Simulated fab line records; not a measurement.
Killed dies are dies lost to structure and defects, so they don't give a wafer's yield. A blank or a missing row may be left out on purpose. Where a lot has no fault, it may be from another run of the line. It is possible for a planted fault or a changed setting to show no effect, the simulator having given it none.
Split-lot study :: flow n5-finfet :: 21 wafers read across 7 lots, on a route 1938 steps long

== THE SPLIT ITSELF ==
At N5_BEOL_M0_SAQP_CUT_ETCH_46 (etches SOC in N2/H2, target depth 135 nm, overetch 27 nm, time 202.5 s), the setting source-w was moved away from the recipe's 840 W on 9 of the 21 wafers read, by -17.2% to +15.2%. All remaining wafers had this setting at the recipe value.

Reading taken at the split's own step.

== THE READING ==
rf-vpp-V, in V, at N5_BEOL_M0_SAQP_CUT_ETCH_46 (etches SOC in N2/H2, target depth 135 nm, overetch 27 nm, time 202.5 s). Fault-free wafers of this fab line usually give 524.0 V, standard deviation 2.4 V.

wafer: L075.2
tool, chamber at the split: rie-diel-05, 2
source-w as run, W: 840
against the recipe: recipe
rf-vpp-V, V: 525.0
against lot-mates on the recipe: -

wafer: L075.3
tool, chamber at the split: rie-diel-05, 3
source-w as run, W: 695.3
against the recipe: -17.2%
rf-vpp-V, V: 552.6
against lot-mates on the recipe: +27.6

wafer: L075.6
tool, chamber at the split: rie-diel-05, 0
source-w as run, W: 695.3
against the recipe: -17.2%
rf-vpp-V, V: 560.2
against lot-mates on the recipe: +35.2

wafer: L077.1
tool, chamber at the split: rie-diel-04, 3
source-w as run, W: 840
against the recipe: recipe
rf-vpp-V, V: 518.6
against lot-mates on the recipe: -

wafer: L077.2
tool, chamber at the split: rie-diel-04, 0
source-w as run, W: 840
against the recipe: recipe
rf-vpp-V, V: 520.8
against lot-mates on the recipe: -

wafer: L077.5
tool, chamber at the split: rie-diel-04, 1
source-w as run, W: 840
against the recipe: recipe
rf-vpp-V, V: 522.1
against lot-mates on the recipe: -

wafer: L078.4
tool, chamber at the split: rie-diel-06, 2
source-w as run, W: 902
against the recipe: +7.4%
rf-vpp-V, V: 515.2
against lot-mates on the recipe: -9.5

wafer: L078.5
tool, chamber at the split: rie-diel-06, 0
source-w as run, W: 902
against the recipe: +7.4%
rf-vpp-V, V: 511.7
against lot-mates on the recipe: -13.0

wafer: L078.6
tool, chamber at the split: rie-diel-06, 3
source-w as run, W: 840
against the recipe: recipe
rf-vpp-V, V: 524.7
against lot-mates on the recipe: -

wafer: L081.1
tool, chamber at the split: rie-diel-05, 1
source-w as run, W: 840
against the recipe: recipe
rf-vpp-V, V: 526.7
against lot-mates on the recipe: -

wafer: L081.3
tool, chamber at the split: rie-diel-05, 2
source-w as run, W: 967.9
against the recipe: +15.2%
rf-vpp-V, V: 499.5
against lot-mates on the recipe: -27.2

wafer: L081.5
tool, chamber at the split: rie-diel-05, 2
source-w as run, W: 967.9
against the recipe: +15.2%
rf-vpp-V, V: 500.9
against lot-mates on the recipe: -25.8

wafer: L082.1
tool, chamber at the split: rie-diel-05, 1
source-w as run, W: 840
against the recipe: recipe
rf-vpp-V, V: 528.6
against lot-mates on the recipe: -

wafer: L082.2
tool, chamber at the split: rie-diel-05, 2
source-w as run, W: 894.3
against the recipe: +6.5%
rf-vpp-V, V: 514.7
against lot-mates on the recipe: -13.9

wafer: L082.5
tool, chamber at the split: rie-diel-05, 0
source-w as run, W: 894.3
against the recipe: +6.5%
rf-vpp-V, V: 514.8
against lot-mates on the recipe: -13.8

wafer: L090.2
tool, chamber at the split: rie-diel-06, 1
source-w as run, W: 840
against the recipe: recipe
rf-vpp-V, V: 524.5
against lot-mates on the recipe: -

wafer: L090.4
tool, chamber at the split: rie-diel-06, 0
source-w as run, W: 916.4
against the recipe: +9.1%
rf-vpp-V, V: 509.5
against lot-mates on the recipe: -15.0

wafer: L090.6
tool, chamber at the split: rie-diel-06, 1
source-w as run, W: 840
against the recipe: recipe
rf-vpp-V, V: 524.5
against lot-mates on the recipe: -

wafer: L093.4
tool, chamber at the split: rie-diel-05, 2
source-w as run, W: 840
against the recipe: recipe
rf-vpp-V, V: 523.6
against lot-mates on the recipe: -

wafer: L093.5
tool, chamber at the split: rie-diel-05, 2
source-w as run, W: 840
against the recipe: recipe
rf-vpp-V, V: 524.0
against lot-mates on the recipe: -

wafer: L093.6
tool, chamber at the split: rie-diel-05, 3
source-w as run, W: 840
against the recipe: recipe
rf-vpp-V, V: 528.1
against lot-mates on the recipe: -

THE FIT
A straight line over all 21 wafers: rf-vpp-V changes by -1.71 V for each +1% of source-w; r = -0.98; the points scatter about the line by 2.8 V.
The same after taking each lot's own level away (the mean of its wafers on the recipe; 21 wafers): -1.78 V for each +1%; r = -0.99; scatter 2 V.
On that fit, the largest move of source-w shifts the reading by 31 V.
From 520.50 to 528.60 V: that is the span of the lots' own levels, equal to 3.4 times the standard deviation above.
So the lot-to-lot level changes the slope little: the two slopes agree.
Check: with one of the wafers moved furthest among these (-17.2%) left out of the fit, the line predicts +32.4 V for it against its lot-mates. It came out at +27.6 V against them.
Tool readings at the split's step, against how far the setting was moved: rf-vpp-V r = -0.98.

== FURTHER SPLITS ON THESE WAFERS ==
Before the reading, these wafers also passed through other splits. Each is held against what the fit with the lots' levels taken away leaves over:
other split on the same wafers: N5_MOL_CONTACT_COAG_COAT_34 spin-rpm
wafers away from the commonest value: 9
r with rf-vpp-V (lot level and that fit taken away): +0.29

other split on the same wafers: N5_MOL_CONTACT_COAG_ALD_133 ald-cycles
wafers away from the commonest value: 12
r with rf-vpp-V (lot level and that fit taken away): -0.05

other split on the same wafers: N5_BEOL_M0_SAQP_EXPOSE_37 dose-mj
wafers away from the commonest value: 8
r with rf-vpp-V (lot level and that fit taken away): +0.24

== THE WHOLE CHAIN: every reading that the file lists as answering this split, in the file's order ==
step: N5_BEOL_M0_SAQP_CUT_ETCH_46
what it does: etches SOC in N2/H2, target depth 135 nm, overetch 27 nm, time 202.5 s
reading: rf-vpp-V
change (the file's fit): -1.77 V for each +1% of the setting
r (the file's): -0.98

step: N5_BEOL_M0_SAQP_CUT_ETCH_46
what it does: etches SOC in N2/H2, target depth 135 nm, overetch 27 nm, time 202.5 s
reading: SiARC_of_BEOL_M0_SAQP_COAT_72.thk-nm (the simulator's own value, which no gauge read)
change (the file's fit): -0.048 nm for each +1% of the setting
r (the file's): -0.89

== FILE'S OWN FIT ==
rf-vpp-V changes by -1.77 V for each +1% of source-w, r = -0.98.
